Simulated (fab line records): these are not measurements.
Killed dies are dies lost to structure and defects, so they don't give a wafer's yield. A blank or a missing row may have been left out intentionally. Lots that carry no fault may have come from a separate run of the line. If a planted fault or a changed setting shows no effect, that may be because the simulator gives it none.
Which of the tools did it?	flow nand-harc	24 lots with 72 wafers sampled at 6 steps, on a route of 1302 steps

WHAT THE GAUGES READ, wafer by wafer
The record holds no reading of a measuring or inspecting step that can be judged against a usual standard deviation.

WHICH TOOL RAN EACH LOT (tool, then ch and the chambers of the sampled wafers, then the start)
lot	NHARC_A_STAIRCASE_ETCHBACK_157	NHARC_A_SGD_CUT_ETCH_16	NHARC_A_SGD_CUT_STRIP_28	NHARC_A_SLIT_DEP_23	NHARC_A_SLIT_ETCH_24	NHARC_A_WL_FILL_ETCHBACK_05
L075	rie-diel-07 ch 0,2,3, day 19 20:43	rie-diel-03 ch 1,2,3, day 20 05:23 or earlier	rie-diel-13 ch 0,2,3, day 20 05:23	pecvd-04 ch 0,1,2, day 20 11:33	rie-diel-12 ch 0,1, day 20 12:25	rie-metal-03 ch 0,1, day 21 03:54
L076	rie-diel-08 ch 0,1,2, day 19 20:45	rie-diel-09 ch 0,2,3, day 20 11:09 or earlier	rie-diel-09 ch 0,2,3, day 20 11:09 or earlier	pecvd-01 ch 0,2, day 20 11:09	rie-diel-04 ch 0,1,3, day 20 11:58	rie-metal-01 ch 0,1, day 21 03:35
L077	rie-diel-06 ch 0,1, day 19 23:35	rie-diel-13 ch 0,2,3, day 20 14:45 or earlier	rie-diel-09 ch 2,3, day 20 14:45 or earlier	pecvd-04 ch 0,2, day 20 14:45	rie-diel-12 ch 2,3, day 20 15:39	rie-metal-02 ch 0,1, day 21 07:23
L074	rie-diel-06 ch 1,3, day 20 00:29	rie-diel-09 ch 1,2, day 20 12:43 or earlier	rie-diel-03 ch 1,3, day 20 12:43	pecvd-02 ch 0,2, day 20 21:47	rie-diel-02 ch 0,3, day 20 22:41	rie-metal-02 ch 0,1, day 21 13:35
L078	rie-diel-07 ch 0,3, day 20 13:52	rie-diel-13 ch 0,1, day 21 03:29 or earlier	rie-diel-13 ch 0,1, day 21 03:29 or earlier	pecvd-01 ch 1,2, day 21 03:29	rie-diel-04 ch 0,1,2, day 21 04:25	rie-metal-01 ch 0,1, day 21 20:12
L079	rie-diel-06 ch 0,1, day 20 22:45	rie-diel-03 ch 0,2, day 21 15:42 or earlier	rie-diel-13 ch 0,1,3, day 21 15:42 or earlier	pecvd-04 ch 0,2, day 21 15:42	rie-diel-02 ch 1,2,3, day 21 16:33	rie-metal-02 ch 0,1, day 22 07:00
L080	rie-diel-08 ch 1,2,3, day 21 00:11	rie-diel-13 ch 1,2,3, day 21 11:49 or earlier	rie-diel-03 ch 0,3, day 21 11:49	pecvd-04 ch 0,1, day 21 17:52	rie-diel-12 ch 0,3, day 21 18:41	rie-metal-03 ch 0,1, day 22 09:06
L081	rie-diel-07 ch 0,2,3, day 21 21:26	rie-diel-03 ch 0,1,3, day 22 10:08 or earlier	rie-diel-09 ch 0,2,3, day 22 10:08 or earlier	pecvd-02 ch 0,2, day 22 10:08	rie-diel-04 ch 1,2, day 22 11:05	rie-metal-03 ch 0,1, day 23 01:38
L082	rie-diel-07 ch 1,3, day 22 08:08	rie-diel-09 ch 0,2, day 22 20:58 or earlier	rie-diel-03 ch 0,2, day 22 20:58 or earlier	pecvd-01 ch 0,1,2, day 22 20:58	rie-diel-12 ch 0,2,3, day 22 21:54	rie-metal-03 ch 1, day 23 12:21
L083	rie-diel-08 ch 0,2,3, day 22 21:37	rie-diel-03 ch 0,1,2, day 23 10:12 or earlier	rie-diel-13 ch 0,1,2, day 23 10:12 or earlier	pecvd-02 ch 1,2, day 23 10:12	rie-diel-12 ch 0,1,2, day 23 11:09	rie-metal-02 ch 0,1, day 24 01:53
L086	rie-diel-08 ch 2,3, day 23 08:14	rie-diel-09 ch 0,3, day 23 23:03 or earlier	rie-diel-13 ch 0,3, day 23 23:03 or earlier	pecvd-01 ch 1,2, day 23 23:03	rie-diel-02 ch 0,1,3, day 24 00:01	rie-metal-02 ch 0,1, day 24 14:29
L085	rie-diel-08 ch 0,2,3, day 23 09:19	rie-diel-03 ch 2,3, day 23 22:53 or earlier	rie-diel-03 ch 0,1,2, day 23 22:53 or earlier	pecvd-04 ch 0,1,2, day 23 22:53	rie-diel-04 ch 0,2,3, day 23 23:51	rie-metal-01 ch 0,1, day 24 17:16
L084	rie-diel-07 ch 0,1,3, day 23 09:23	rie-diel-13 ch 0,1,2, day 23 21:08 or earlier	rie-diel-09 ch 0,1,2, day 23 21:08 or earlier	pecvd-04 ch 0,1,2, day 23 21:08	rie-diel-02 ch 0,1,2, day 23 22:05	rie-metal-01 ch 0,1, day 24 12:33
L087	rie-diel-07 ch 0,2,3, day 24 00:09	rie-diel-13 ch 0,2,3, day 24 14:59 or earlier	rie-diel-13 ch 1,2, day 24 14:59 or earlier	pecvd-01 ch 0,1,2, day 24 14:59	rie-diel-12 ch 2,3, day 24 15:55	rie-metal-03 ch 0,1, day 25 06:45
L089	rie-diel-08 ch 0,1,2, day 24 23:04	rie-diel-03 ch 0,2,3, day 25 15:31 or earlier	rie-diel-09 ch 0,1,2, day 25 15:31 or earlier	pecvd-01 ch 1,2, day 25 15:31	rie-diel-04 ch 1,2,3, day 25 16:28	rie-metal-03 ch 0,1, day 26 06:37
L088	rie-diel-08 ch 1,2,3, day 24 23:25	rie-diel-13 ch 0,1,3, day 25 15:20 or earlier	rie-diel-13 ch 0,1,3, day 25 15:20 or earlier	pecvd-01 ch 0,1,2, day 25 15:20	rie-diel-12 ch 0,1,2, day 25 16:08	rie-metal-02 ch 0,1, day 26 06:33
L090	rie-diel-08 ch 0,1,3, day 25 14:02	rie-diel-09 ch 1,2,3, day 26 03:32 or earlier	rie-diel-09 ch 0,1,3, day 26 03:32 or earlier	pecvd-01 ch 1,2, day 26 03:32	rie-diel-02 ch 1,2,3, day 26 04:29	rie-metal-02 ch 0,1, day 26 22:10
L091	rie-diel-06 ch 0,1,2, day 25 14:07	rie-diel-13 ch 0,1,3, day 26 02:56 or earlier	rie-diel-03 ch 0,1,3, day 26 02:56 or earlier	pecvd-04 ch 0,2, day 26 02:56	rie-diel-12 ch 1,2,3, day 26 03:44	rie-metal-01 ch 0,1, day 26 21:38
L093	rie-diel-07 ch 0,3, day 26 14:07	rie-diel-13 ch 0,1,2, day 27 03:07 or earlier	rie-diel-09 ch 1,2, day 27 03:07 or earlier	pecvd-01 ch 0,2, day 27 03:07	rie-diel-02 ch 0,2,3, day 27 04:07	rie-metal-03 ch 0,1, day 27 18:29
L092	rie-diel-08 ch 1,2,3, day 26 16:59	rie-diel-03 ch 0,1,3, day 27 02:53 or earlier	rie-diel-03 ch 1,2,3, day 27 02:53 or earlier	pecvd-02 ch 0,2, day 27 02:53	rie-diel-04 ch 0,3, day 27 03:43	rie-metal-02 ch 0,1, day 27 18:10
L095	rie-diel-08 ch 0,2,3, day 27 17:32	rie-diel-13 ch 0,1,2, day 28 07:26 or earlier	rie-diel-13 ch 0,1,2, day 28 07:26 or earlier	pecvd-01 ch 0,1,2, day 28 07:26	rie-diel-12 ch 0,2,3, day 28 08:21	rie-metal-01 ch 0,1, day 28 22:45
L094	rie-diel-07 ch 0,1,2, day 27 17:43	rie-diel-09 ch 0,2,3, day 28 08:19 or earlier	rie-diel-03 ch 0,1,3, day 28 08:19 or earlier	pecvd-01 ch 0,1, day 28 08:19	rie-diel-04 ch 0,1,2, day 28 09:14	rie-metal-02 ch 0,1, day 29 03:08
L096	rie-diel-06 ch 0,2,3, day 27 19:25	rie-diel-03 ch 1,3, day 28 07:37 or earlier	rie-diel-03 ch 0,2,3, day 28 07:37 or earlier	pecvd-04 ch 0,2, day 28 07:37	rie-diel-02 ch 0,2,3, day 28 08:28	rie-metal-03 ch 1, day 28 22:44
L097	rie-diel-08 ch 0,1,2, day 28 13:07	rie-diel-09 ch 0,2,3, day 29 08:16 or earlier	rie-diel-09 ch 2,3, day 29 08:16 or earlier	pecvd-02 ch 0,2, day 29 08:16	rie-diel-04 ch 0,3, day 29 09:04	rie-metal-01 ch 0,1, day 30 00:53
- NHARC_A_STAIRCASE_ETCHBACK_157: etches the open film in CH3F/O2, target depth 90 nm, time 167.14 s.
- NHARC_A_SGD_CUT_ETCH_16: etches the open film in C4F8/O2/Ar, target depth 310.5 nm, time 155.2 s.
- NHARC_A_SGD_CUT_STRIP_28: strips in O2, time 20 s.
- NHARC_A_SLIT_DEP_23: deposits SiON, target thk 100 nm.
- NHARC_A_SLIT_ETCH_24: etches the open film in CF4/CHF3, target depth 121 nm, time 60.5 s.
- NHARC_A_WL_FILL_ETCHBACK_05: etches the open film in Cl2/BCl3, target depth 22 nm, time 60 s.

AS READ BY THE TOOLS THEMSELVES (means over the sampled wafers that have a number; for cases with no such wafer, the mark the record gives instead)
NHARC_A_STAIRCASE_ETCHBACK_157.
lot	tool	ch3f-flow-sccm (sccm)	drypump-motor-current-A (A)	oes-product-au (a.u.)	rf-vpp-V (V)	showerhead-plenum-p-Torr (Torr)	throttle-valve-pct (%)
L075	rie-diel-07	49.92	5.5	0.936	244.6	2.52	20.660
L076	rie-diel-08	50.17	5.5	0.998	244.7	2.46	20.659
L077	rie-diel-06	49.99	5.6	0.925	245.1	2.48	20.659
L074	rie-diel-06	50.09	5.8	0.996	243.3	2.43	20.666
L078	rie-diel-07	49.85	5.9	0.972	245.4	2.54	20.662
L079	rie-diel-06	49.93	5.6	0.950	245.5	2.53	20.674
L080	rie-diel-08	49.88	5.5	0.930	244.0	2.41	20.662
L081	rie-diel-07	49.89	5.6	0.987	244.4	2.51	20.662
L082	rie-diel-07	50.07	5.1	0.990	244.3	2.44	20.668
L083	rie-diel-08	50.07	5.4	0.993	243.7	2.39	20.669
L086	rie-diel-08	49.99	5.4	0.973	243.6	2.38	20.665
L085	rie-diel-08	50.09	5.4	0.953	242.6	2.39	20.666
L084	rie-diel-07	50.08	5.5	0.966	244.7	2.50	20.658
L087	rie-diel-07	49.93	5.5	0.935	244.9	2.51	20.650
L089	rie-diel-08	50.05	5.5	0.999	243.6	2.45	20.660
L088	rie-diel-08	50.02	5.5	0.997	243.3	2.40	20.661
L090	rie-diel-08	49.97	5.5	1.007	243.1	2.40	20.662
L091	rie-diel-06	49.89	6.0	0.994	245.0	2.45	20.660
L093	rie-diel-07	50.05	5.9	0.936	245.9	2.52	20.661
L092	rie-diel-08	49.99	5.5	0.994	243.4	2.39	20.652
L095	rie-diel-08	50.03	5.4	1.002	243.1	2.38	20.664
L094	rie-diel-07	50.07	5.5	0.977	244.7	2.53	20.667
L096	rie-diel-06	50.07	6.0	0.937	244.8	2.45	20.661
L097	rie-diel-08	50.06	5.4	0.974	244.1	2.43	20.666

NHARC_A_SGD_CUT_ETCH_16.
lot	tool	oes-product-au (a.u.)	rf-vpp-V (V)
L075	rie-diel-03	0.975	721
L076	rie-diel-09	0.959	722
L077	rie-diel-13	0.966	722
L074	rie-diel-09	0.960	721
L078	rie-diel-13	0.970	719
L079	rie-diel-03	0.974	723
L080	rie-diel-13	0.978	722
L081	rie-diel-03	0.965	720
L082	rie-diel-09	0.963	724
L083	rie-diel-03	0.963	721
L086	rie-diel-09	0.978	720
L085	rie-diel-03	0.981	723
L084	rie-diel-13	0.953	718
L087	rie-diel-13	0.951	722
L089	rie-diel-03	0.982	722
L088	rie-diel-13	0.945	720
L090	rie-diel-09	0.976	721
L091	rie-diel-13	0.985	720
L093	rie-diel-13	0.969	719
L092	rie-diel-03	0.972	720
L095	rie-diel-13	0.973	719
L094	rie-diel-09	0.973	722
L096	rie-diel-03	0.982	717
L097	rie-diel-09	0.979	723

NHARC_A_SGD_CUT_STRIP_28.
lot	tool	drypump-motor-current-A (A)	oes-product-au (a.u.)	rf-vpp-V (V)	showerhead-plenum-p-Torr (Torr)	throttle-valve-pct (%)
L075	rie-diel-13	5.5	1.010	57.7	3.45	17.029
L076	rie-diel-09	5.8	1.002	57.9	3.51	17.033
L077	rie-diel-09	5.6	1.006	58.1	3.42	17.040
L074	rie-diel-03	5.8	0.998	56.1	3.36	17.039
L078	rie-diel-13	6.0	1.003	57.3	3.36	17.043
L079	rie-diel-13	5.8	1.001	58.3	3.42	17.033
L080	rie-diel-03	5.4	0.995	57.6	3.48	17.037
L081	rie-diel-09	5.8	1.003	57.8	3.51	17.039
L082	rie-diel-03	5.4	1.003	58.7	3.53	17.045
L083	rie-diel-13	5.7	0.994	57.8	3.38	17.036
L086	rie-diel-13	5.6	0.990	58.4	3.48	17.038
L085	rie-diel-03	5.6	1.004	57.4	3.47	17.038
L084	rie-diel-09	5.7	0.992	58.0	3.53	17.042
L087	rie-diel-13	5.9	0.995	57.9	3.40	17.046
L089	rie-diel-09	5.7	0.997	56.9	3.52	17.041
L088	rie-diel-13	5.8	1.000	56.9	3.41	17.041
L090	rie-diel-09	5.7	1.000	57.3	3.38	17.032
L091	rie-diel-03	5.6	0.993	56.4	3.41	17.037
L093	rie-diel-09	5.5	0.991	57.4	3.58	17.035
L092	rie-diel-03	5.8	1.003	57.6	3.45	17.038
L095	rie-diel-13	5.7	1.000	56.6	3.38	17.028
L094	rie-diel-03	5.6	0.999	57.6	3.41	17.042
L096	rie-diel-03	5.6	1.004	58.0	3.51	17.035
L097	rie-diel-09	5.6	1.006	57.6	3.41	17.043

NHARC_A_SLIT_DEP_23.
lot	tool	heater-power-w (W)
L075	pecvd-04	704
L076	pecvd-01	805
L077	pecvd-04	769
L074	pecvd-02	706
L078	pecvd-01	830
L079	pecvd-04	780
L080	pecvd-04	731
L081	pecvd-02	640
L082	pecvd-01	851
L083	pecvd-02	646
L086	pecvd-01	828
L085	pecvd-04	738
L084	pecvd-04	761
L087	pecvd-01	825
L089	pecvd-01	850
L088	pecvd-01	849
L090	pecvd-01	828
L091	pecvd-04	717
L093	pecvd-01	908
L092	pecvd-02	612
L095	pecvd-01	877
L094	pecvd-01	805
L096	pecvd-04	814
L097	pecvd-02	710

NHARC_A_SLIT_ETCH_24.
lot	tool	drypump-motor-current-A (A)	oes-product-au (a.u.)	rf-vpp-V (V)	showerhead-plenum-p-Torr (Torr)	throttle-valve-pct (%)
L075	rie-diel-12	5.5	0.988	370.0	1.56	16.807
L076	rie-diel-04	5.3	0.950	370.5	1.57	16.802
L077	rie-diel-12	5.5	0.991	367.8	1.51	16.805
L074	rie-diel-02	5.7	0.957	371.6	1.58	16.802
L078	rie-diel-04	5.8	0.969	371.2	1.59	16.810
L079	rie-diel-02	6.2	0.973	370.4	1.55	16.796
L080	rie-diel-12	5.3	0.977	369.3	1.55	16.797
L081	rie-diel-04	5.5	0.929	372.8	1.65	16.806
L082	rie-diel-12	5.4	0.975	369.0	1.53	16.788
L083	rie-diel-12	5.5	0.973	369.8	1.55	16.809
L086	rie-diel-02	5.8	0.961	369.5	1.56	16.802
L085	rie-diel-04	5.7	0.960	370.3	1.56	16.813
L084	rie-diel-02	6.1	0.925	370.9	1.58	16.805
L087	rie-diel-12	5.4	0.976	368.8	1.51	16.799
L089	rie-diel-04	5.4	0.937	372.6	1.62	16.802
L088	rie-diel-12	5.5	0.991	370.4	1.55	16.799
L090	rie-diel-02	6.2	0.929	370.2	1.55	16.803
L091	rie-diel-12	5.5	0.930	368.5	1.51	16.797
L093	rie-diel-02	6.1	0.969	370.8	1.57	16.795
L092	rie-diel-04	5.6	0.964	367.6	1.51	16.808
L095	rie-diel-12	5.3	0.936	368.4	1.53	16.803
L094	rie-diel-04	5.8	0.968	370.2	1.58	16.797
L096	rie-diel-02	6.1	0.964	371.4	1.57	16.796
L097	rie-diel-04	5.2	0.975	369.8	1.54	16.800

NHARC_A_WL_FILL_ETCHBACK_05.
lot	tool	drypump-motor-current-A (A)	oes-product-au (a.u.)
L075	rie-metal-03	5.9	1.015
L076	rie-metal-01	5.8	1.011
L077	rie-metal-02	5.1	1.006
L074	rie-metal-02	5.1	1.007
L078	rie-metal-01	5.5	1.011
L079	rie-metal-02	5.1	1.004
L080	rie-metal-03	5.9	1.005
L081	rie-metal-03	5.6	1.006
L082	rie-metal-03	6.3	1.008
L083	rie-metal-02	5.1	1.003
L086	rie-metal-02	5.1	1.010
L085	rie-metal-01	5.5	1.010
L084	rie-metal-01	5.7	1.010
L087	rie-metal-03	5.6	1.011
L089	rie-metal-03	5.6	1.004
L088	rie-metal-02	5.1	1.007
L090	rie-metal-02	5.2	1.003
L091	rie-metal-01	5.8	0.999
L093	rie-metal-03	5.6	1.015
L092	rie-metal-02	5.1	1.000
L095	rie-metal-01	5.5	0.993
L094	rie-metal-02	5.2	0.991
L096	rie-metal-03	6.3	0.997
L097	rie-metal-01	5.5	1.002

THE ANSWER, worked out from the rows above alone
Rule: usual is defined by the lots themselves. Put in order of their means at a reading, lots are off if they are a third of the lots or fewer, leave a main group of 4 or more, and stand apart from it by a gap of 3 or more times the standard deviation of the main group's means; of several such gaps the widest counts. A main group is skipped when, at the precision printed for the reading in the tables above, its means are all equal. Also off: a lot with no number at a reading for which 4 or more lots have one. Where the step has rows for the other lots, those lots are counted as sound. After the gauges, taken in route order, come the tools' own readings; for these a lot's mean is taken, as printed above. The first step at which some lot is off is used, and at that step the reading that is off furthest; a lot without a number counts as furthest.
No lot is off on any of the readings shown, so nothing can be concluded from this.

WHAT WAS PUT IN BY THE SIMULATOR
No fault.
